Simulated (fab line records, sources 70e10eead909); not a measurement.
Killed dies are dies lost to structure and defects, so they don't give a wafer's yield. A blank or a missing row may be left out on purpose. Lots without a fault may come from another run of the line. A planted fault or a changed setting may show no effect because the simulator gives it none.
fab line records | flow nand_harc
record lots=5 wafers=15 last_day=22
route steps=1159 shown P_STI@107 P_GATE@110
lots that met no fault: from a run of the same line without faults
start_h: hours from the record's first day to the start of the lot's first wafer shown | wait_h: hours since the lot's step before | " the same as in the row above | L1.1+2: a row that stands for several wafers | - no value, or no start given | * or withheld: withheld | < > ~ a bound
route shown NAME@n: a module of which the file shows steps, and the number in the route of the first | usual: mean/standard deviation of fault-free wafers | same: alike in all rows | chamber/n: place in a boat | sites: the reading at each site | _std_site: their standard deviation | _edge_site: outer sites' mean less inner sites' | radius_mm: how far each site lies from the wafer's centre | mask NAME#n: copy n | behind: the tool/chamber that last shaped the wafer | hold: why the lot was held/for how many hours/how that ended | device: the transistor (n, p or np) that didn't switch | end of line: the same wafers' tests at the end of the route | a step without rows: its recipe alone | killed: dies lost to structure and defects at the first sort, not the wafer's yield | map: a wafer's dies, x killed, . not, _ none there
set.NAME: the setting as run; set.NAME@STEP: as run at that earlier step | model.NAME: the simulator's own value behind a step, which no gauge read
lots at some steps of the route; a table a step, a row a wafer
services: from which hour (start_h, from the record's first day; less than 0 if before it) a tool's chamber was out of use, for how many hours, and why
## steps
# step NHARC_P_STI_SRD_39
# step NHARC_P_STI_OXIDE_40
# recipe target_thk_a=100 temp_c=900 ox_time_s=1362 material=SiO2
# step NHARC_P_STI_INSPECT_25
# usual raw_defect_count=227/83
# columns lot.wafer tool chamber start_h wait_h raw_defect_count
L142.2 defect_inspect-01 - 71.14 0.4 181
L142.4 " - " " 148
L142.5 " - " " 278
L147.1 defect_inspect-01 - 102.20 0.4 194
L147.3 " - " " 150
L147.4 " - " " 152
L152.1 defect_inspect-02 - 144.41 0.4 227
L152.2 " - " " 155
L152.4 " - " " 178
L154.2 defect_inspect-02 - 144.41 0.4 440
L154.4 " - " " 207
L154.6 " - " " 319
L158.2 defect_inspect-01 - 159.42 0.4 103
L158.4 " - " " 118
L158.5 " - " " 137
# step NHARC_P_GATE_ETCH_69
# recipe target_depth_a=140 chemistry=dHF material=SiO2
# step NHARC_P_GATE_PRECLEAN_70
# recipe time_s=* temp_c=50 bath_age_min=0 chemistry=SC1
# step NHARC_P_GATE_SRD_01
# step NHARC_P_GATE_OXIDE_02
# recipe target_thk_a=375 temp_c=950 p_h2o_torr=720 ox_time_s=365 material=SiO2
# step NHARC_P_GATE_DEHYDRATE_03
# recipe temp_c=150 time_s=120
# step NHARC_P_GATE_HMDS_04
# recipe time_s=30
# step NHARC_P_GATE_COAT_05
# recipe spin_rpm=4690
# step NHARC_P_GATE_SOFTBAKE_06
# recipe temp_c=122 time_s=95
# step NHARC_P_GATE_EBR_07
# step NHARC_P_GATE_EXPOSE_08
# recipe na=0.6 dose_mj=16.75 mask_id=P_HV
# usual focus_offset_nm=0.2/0.58
# columns lot.wafer tool chamber start_h wait_h mask focus_offset_nm
L142.2 krf_scanner-04 0 79.24 - P_HV#0 0.0
L142.4 " 0 " " P_HV#0 -0.7
L142.5 " 0 " " P_HV#0 -0.9
L147.1 krf_scanner-04 0 112.15 - P_HV#0 -0.2
L147.3 " 0 " " P_HV#0 -0.3
L147.4 " 0 " " P_HV#0 0.1
L152.1 krf_scanner-03 0 152.18 - P_HV#0 -0.1
L152.2 " 0 " " P_HV#0 0.8
L152.4 " 0 " " P_HV#0 1.1
L154.2 krf_scanner-01 0 152.50 - P_HV#0 -1.2
L154.4 " 0 " " P_HV#0 -0.9
L154.6 " 0 " " P_HV#0 -1.2
L158.2 krf_scanner-04 0 167.60 - P_HVPW#0 0.8
L158.4 " 0 " " P_HVPW#0 1.1
L158.5 " 0 " " P_HVPW#0 1.4
# step NHARC_P_GATE_PEB_09
# recipe peb_temp_c=118 peb_time_s=85
# step NHARC_P_GATE_DEVELOP_10
# recipe time_s=70
# step NHARC_P_GATE_CD_MEAS_11
# recipe target_cd_nm=1640 landing_energy_ev=500
# usual cd_nm=1638.9/2.1
# columns lot.wafer tool chamber start_h wait_h cd_nm
L142.2 cd_sem-02 0 79.39 - 1641.3
L142.4 " 0 " " 1639.2
L142.5 " 0 " " 1638.7
L147.1 cd_sem-01 0 112.31 - 1640.9
L147.3 " 0 " " 1640.2
L147.4 " 0 " " 1639.2
L152.1 cd_sem-03 0 152.33 - 1635.9
L152.2 " 0 " " 1635.7
L152.4 " 0 " " 1640.5
L154.2 cd_sem-02 0 152.66 - 1639.3
L154.4 " 0 " " 1635.7
L154.6 " 0 " " 1636.5
L158.2 cd_sem-03 0 167.76 - -
L158.4 " 0 " " -
L158.5 " 0 " " -
# step NHARC_P_GATE_HARDBAKE_12
# recipe temp_c=125 time_s=80
## services
# columns tool chamber start_h hours kind
krf_scanner-01 - 65.76 1.0 repair
krf_scanner-01 - 84.00 4.0 pm
krf_scanner-01 - 89.06 3.9 repair
krf_scanner-03 - 125.85 0.8 repair
krf_scanner-04 - 126.00 4.0 pm
## key
first_sign step=NHARC_P_GATE_EXPOSE_08 reading=mask direction=changed
effect step=NHARC_P_GATE_CD_MEAS_11 reading=cd_nm direction=missing
met_at NHARC_P_GATE_EXPOSE_08
struck_wafers L158.2,L158.4,L158.5
later_rows_left_out L158.2,L158.4,L158.5
sort_left_out L158.2,L158.4,L158.5
tester_left_out L158
onset_between 112.15 167.60
fault kind=wrong_mask tool=any chamber=- onset_h=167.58 steps=NHARC_P_GATE_EXPOSE_08 aux_copy=P_HVPW#0 scope=struck_lots_only
# tester_left_out: of these lots the tester's yield and bins aren't shown, on N5 and GAA mostly nor the transistor test; their killed dies are dies lost to structure and defects alone, not to doping, threshold or leakage, so they don't give the yield
# sort_left_out: the simulated sort isn't trusted on such a fault, so these wafers' sort isn't shown, and their yield isn't known
# later_rows_left_out: the simulator's readings of these wafers behind a module that went badly wrong aren't trusted and aren't shown, but for the sort
